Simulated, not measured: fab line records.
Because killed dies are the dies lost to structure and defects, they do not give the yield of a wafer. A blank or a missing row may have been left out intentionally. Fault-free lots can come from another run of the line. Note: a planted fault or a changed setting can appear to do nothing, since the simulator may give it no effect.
Split-lot study / flow n5_finfet / route with 1938 steps; 7 lots, 39 wafers read

THE SPLIT
At N5_HKMG_FIN_ETCH_35 (etches SOC in N2/H2, target depth 215.8 nm, time 243.4 s), the setting target_depth_a was moved away from the recipe's 2158 angstrom on 12 of the 39 wafers read, by -9.1% to +12.4%. The other wafers ran this setting at the recipe's value.

The reading is taken at the split's own step.

THE READING
HKMG_FIN.feature_depth_nm (the simulator's own value, which no gauge read), in nm, at N5_HKMG_FIN_ETCH_35 (etches SOC in N2/H2, target depth 215.8 nm, time 243.4 s). The file does not state a usual value for it. Average 214.9 nm, standard deviation 3.1 nm, over the 27 wafers here run with the recipe.

wafer=L075.2; tool, chamber at the split=rie_diel-04, 1; target_depth_a as run, angstrom=2158; against the recipe=recipe; HKMG_FIN.feature_depth_nm, nm=214.6; against lot-mates on the recipe=-
wafer=L075.4; tool, chamber at the split=rie_diel-04, 2; target_depth_a as run, angstrom=2158; against the recipe=recipe; HKMG_FIN.feature_depth_nm, nm=212.2; against lot-mates on the recipe=-
wafer=L075.5; tool, chamber at the split=rie_diel-04, 2; target_depth_a as run, angstrom=2158; against the recipe=recipe; HKMG_FIN.feature_depth_nm, nm=213; against lot-mates on the recipe=-
wafer=L076.1; tool, chamber at the split=rie_diel-05, 0; target_depth_a as run, angstrom=2158; against the recipe=recipe; HKMG_FIN.feature_depth_nm, nm=211.4; against lot-mates on the recipe=-
wafer=L076.2; tool, chamber at the split=rie_diel-05, 1; target_depth_a as run, angstrom=2158; against the recipe=recipe; HKMG_FIN.feature_depth_nm, nm=215.4; against lot-mates on the recipe=-
wafer=L076.3; tool, chamber at the split=rie_diel-05, 3; target_depth_a as run, angstrom=2158; against the recipe=recipe; HKMG_FIN.feature_depth_nm, nm=218.4; against lot-mates on the recipe=-
wafer=L076.4; tool, chamber at the split=rie_diel-05, 2; target_depth_a as run, angstrom=2158; against the recipe=recipe; HKMG_FIN.feature_depth_nm, nm=214.6; against lot-mates on the recipe=-
wafer=L076.5; tool, chamber at the split=rie_diel-05, 0; target_depth_a as run, angstrom=2158; against the recipe=recipe; HKMG_FIN.feature_depth_nm, nm=213; against lot-mates on the recipe=-
wafer=L076.6; tool, chamber at the split=rie_diel-05, 1; target_depth_a as run, angstrom=2158; against the recipe=recipe; HKMG_FIN.feature_depth_nm, nm=216; against lot-mates on the recipe=-
wafer=L077.1; tool, chamber at the split=rie_diel-05, 1; target_depth_a as run, angstrom=1966; against the recipe=-8.9%; HKMG_FIN.feature_depth_nm, nm=198.8; against lot-mates on the recipe=-17.7
wafer=L077.2; tool, chamber at the split=rie_diel-05, 3; target_depth_a as run, angstrom=2158; against the recipe=recipe; HKMG_FIN.feature_depth_nm, nm=218.6; against lot-mates on the recipe=-
wafer=L077.3; tool, chamber at the split=rie_diel-05, 2; target_depth_a as run, angstrom=1966; against the recipe=-8.9%; HKMG_FIN.feature_depth_nm, nm=196.6; against lot-mates on the recipe=-19.9
wafer=L077.4; tool, chamber at the split=rie_diel-05, 0; target_depth_a as run, angstrom=2158; against the recipe=recipe; HKMG_FIN.feature_depth_nm, nm=212.6; against lot-mates on the recipe=-
wafer=L077.5; tool, chamber at the split=rie_diel-05, 0; target_depth_a as run, angstrom=1966; against the recipe=-8.9%; HKMG_FIN.feature_depth_nm, nm=194.2; against lot-mates on the recipe=-22.3
wafer=L077.6; tool, chamber at the split=rie_diel-05, 1; target_depth_a as run, angstrom=2158; against the recipe=recipe; HKMG_FIN.feature_depth_nm, nm=218.2; against lot-mates on the recipe=-
wafer=L084.1; tool, chamber at the split=rie_diel-04, 2; target_depth_a as run, angstrom=2158; against the recipe=recipe; HKMG_FIN.feature_depth_nm, nm=210.8; against lot-mates on the recipe=-
wafer=L084.2; tool, chamber at the split=rie_diel-04, 0; target_depth_a as run, angstrom=2158; against the recipe=recipe; HKMG_FIN.feature_depth_nm, nm=207; against lot-mates on the recipe=-
wafer=L084.3; tool, chamber at the split=rie_diel-04, 3; target_depth_a as run, angstrom=2158; against the recipe=recipe; HKMG_FIN.feature_depth_nm, nm=216.2; against lot-mates on the recipe=-
wafer=L084.4; tool, chamber at the split=rie_diel-04, 1; target_depth_a as run, angstrom=2158; against the recipe=recipe; HKMG_FIN.feature_depth_nm, nm=211; against lot-mates on the recipe=-
wafer=L084.5; tool, chamber at the split=rie_diel-04, 2; target_depth_a as run, angstrom=2158; against the recipe=recipe; HKMG_FIN.feature_depth_nm, nm=210.2; against lot-mates on the recipe=-
wafer=L084.6; tool, chamber at the split=rie_diel-04, 3; target_depth_a as run, angstrom=2158; against the recipe=recipe; HKMG_FIN.feature_depth_nm, nm=215.2; against lot-mates on the recipe=-
wafer=L085.1; tool, chamber at the split=rie_diel-01, 2; target_depth_a as run, angstrom=2076; against the recipe=-3.8%; HKMG_FIN.feature_depth_nm, nm=204.6; against lot-mates on the recipe=-12.5
wafer=L085.2; tool, chamber at the split=rie_diel-01, 0; target_depth_a as run, angstrom=2158; against the recipe=recipe; HKMG_FIN.feature_depth_nm, nm=214.6; against lot-mates on the recipe=-
wafer=L085.3; tool, chamber at the split=rie_diel-01, 3; target_depth_a as run, angstrom=2158; against the recipe=recipe; HKMG_FIN.feature_depth_nm, nm=218.2; against lot-mates on the recipe=-
wafer=L085.4; tool, chamber at the split=rie_diel-01, 1; target_depth_a as run, angstrom=2076; against the recipe=-3.8%; HKMG_FIN.feature_depth_nm, nm=208.8; against lot-mates on the recipe=-8.3
wafer=L085.5; tool, chamber at the split=rie_diel-01, 2; target_depth_a as run, angstrom=2076; against the recipe=-3.8%; HKMG_FIN.feature_depth_nm, nm=203.6; against lot-mates on the recipe=-13.5
wafer=L085.6; tool, chamber at the split=rie_diel-01, 3; target_depth_a as run, angstrom=2158; against the recipe=recipe; HKMG_FIN.feature_depth_nm, nm=218.4; against lot-mates on the recipe=-
wafer=L090.1; tool, chamber at the split=rie_diel-04, 2; target_depth_a as run, angstrom=2425; against the recipe=+12.4%; HKMG_FIN.feature_depth_nm, nm=238.4; against lot-mates on the recipe=+22.1
wafer=L090.2; tool, chamber at the split=rie_diel-04, 1; target_depth_a as run, angstrom=2158; against the recipe=recipe; HKMG_FIN.feature_depth_nm, nm=215.6; against lot-mates on the recipe=-
wafer=L090.3; tool, chamber at the split=rie_diel-04, 3; target_depth_a as run, angstrom=2425; against the recipe=+12.4%; HKMG_FIN.feature_depth_nm, nm=245.4; against lot-mates on the recipe=+29.1
wafer=L090.4; tool, chamber at the split=rie_diel-04, 3; target_depth_a as run, angstrom=2158; against the recipe=recipe; HKMG_FIN.feature_depth_nm, nm=219.4; against lot-mates on the recipe=-
wafer=L090.5; tool, chamber at the split=rie_diel-04, 2; target_depth_a as run, angstrom=2425; against the recipe=+12.4%; HKMG_FIN.feature_depth_nm, nm=238.2; against lot-mates on the recipe=+21.9
wafer=L090.6; tool, chamber at the split=rie_diel-04, 1; target_depth_a as run, angstrom=2158; against the recipe=recipe; HKMG_FIN.feature_depth_nm, nm=214; against lot-mates on the recipe=-
wafer=L095.1; tool, chamber at the split=rie_diel-05, 2; target_depth_a as run, angstrom=1961; against the recipe=-9.1%; HKMG_FIN.feature_depth_nm, nm=197.2; against lot-mates on the recipe=-20.7
wafer=L095.2; tool, chamber at the split=rie_diel-05, 0; target_depth_a as run, angstrom=1961; against the recipe=-9.1%; HKMG_FIN.feature_depth_nm, nm=194.6; against lot-mates on the recipe=-23.3
wafer=L095.3; tool, chamber at the split=rie_diel-05, 3; target_depth_a as run, angstrom=2158; against the recipe=recipe; HKMG_FIN.feature_depth_nm, nm=218.2; against lot-mates on the recipe=-
wafer=L095.4; tool, chamber at the split=rie_diel-05, 1; target_depth_a as run, angstrom=1961; against the recipe=-9.1%; HKMG_FIN.feature_depth_nm, nm=198.8; against lot-mates on the recipe=-19.1
wafer=L095.5; tool, chamber at the split=rie_diel-05, 2; target_depth_a as run, angstrom=2158; against the recipe=recipe; HKMG_FIN.feature_depth_nm, nm=218; against lot-mates on the recipe=-
wafer=L095.6; tool, chamber at the split=rie_diel-05, 1; target_depth_a as run, angstrom=2158; against the recipe=recipe; HKMG_FIN.feature_depth_nm, nm=217.6; against lot-mates on the recipe=-

THE FIT
A straight line over all 39 wafers: HKMG_FIN.feature_depth_nm changes by +2.07 nm for each +1% of target_depth_a; r = +0.96; the points scatter about the line by 3 nm.
The same after taking each lot's own level away (the mean of its wafers on the recipe; 39 wafers): +2.15 nm for each +1%; r = +0.97; scatter 2.6 nm.
Per that fit: largest target_depth_a move, reading shift of 27 nm.
From 211.73 to 217.93 nm: that is the span of the lots' own levels, equal to 2.0 times the standard deviation above.
The two slopes agree, so the slope changes little with the lot-to-lot level.
Check: +27 nm against its lot-mates is what the line predicts for one of the wafers moved furthest among these (+12.4%) when that wafer is left out of the fit. Against them it came out at +22.1 nm.

THESE WAFERS: OTHER SPLITS
Note: prior to the reading, these wafers also went through further splits. Each is held against what the fit with the lots' levels taken away leaves over:
other split on the same wafers=N5_PMOS_HMC_CHANNEL_EPI_EPI_20 temp_c; wafers away from the commonest value=12; r with HKMG_FIN.feature_depth_nm (lot level and that fit taken away)=-0.05
other split on the same wafers=N5_DUMMY_GATE_EXPOSE_12 dose_mj; wafers away from the commonest value=18; r with HKMG_FIN.feature_depth_nm (lot level and that fit taken away)=-0.24
other split on the same wafers=N5_DUMMY_GATE_ETCH_32 time_s; wafers away from the commonest value=15; r with HKMG_FIN.feature_depth_nm (lot level and that fit taken away)=+0.10
other split on the same wafers=N5_SD_EPI_N_SD_RECESS_17 time_s; wafers away from the commonest value=15; r with HKMG_FIN.feature_depth_nm (lot level and that fit taken away)=+0.13

THE WHOLE CHAIN: every reading that the file lists as answering this split, in the file's order
step=N5_HKMG_FIN_ETCH_35; what it does=etches SOC in N2/H2, target depth 215.8 nm, time 243.4 s; reading=SOC_of_HKMG_FIN_COAT_29.thk_nm (the simulator's own value, which no gauge read); change (the file's fit)=-2.15 nm for each +1% of the setting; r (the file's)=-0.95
step=N5_HKMG_FIN_ETCH_35; what it does=etches SOC in N2/H2, target depth 215.8 nm, time 243.4 s; reading=etch.depth_nm (the simulator's own value, which no gauge read); change (the file's fit)=+2.17 nm for each +1% of the setting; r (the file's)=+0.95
step=N5_HKMG_FIN_ETCH_35; what it does=etches SOC in N2/H2, target depth 215.8 nm, time 243.4 s; reading=HKMG_FIN.feature_depth_nm (the simulator's own value, which no gauge read); change (the file's fit)=+2.16 nm for each +1% of the setting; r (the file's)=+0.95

FILE'S OWN FIT
HKMG_FIN.feature_depth_nm changes by +2.16 nm for each +1% of target_depth_a, r = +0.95.
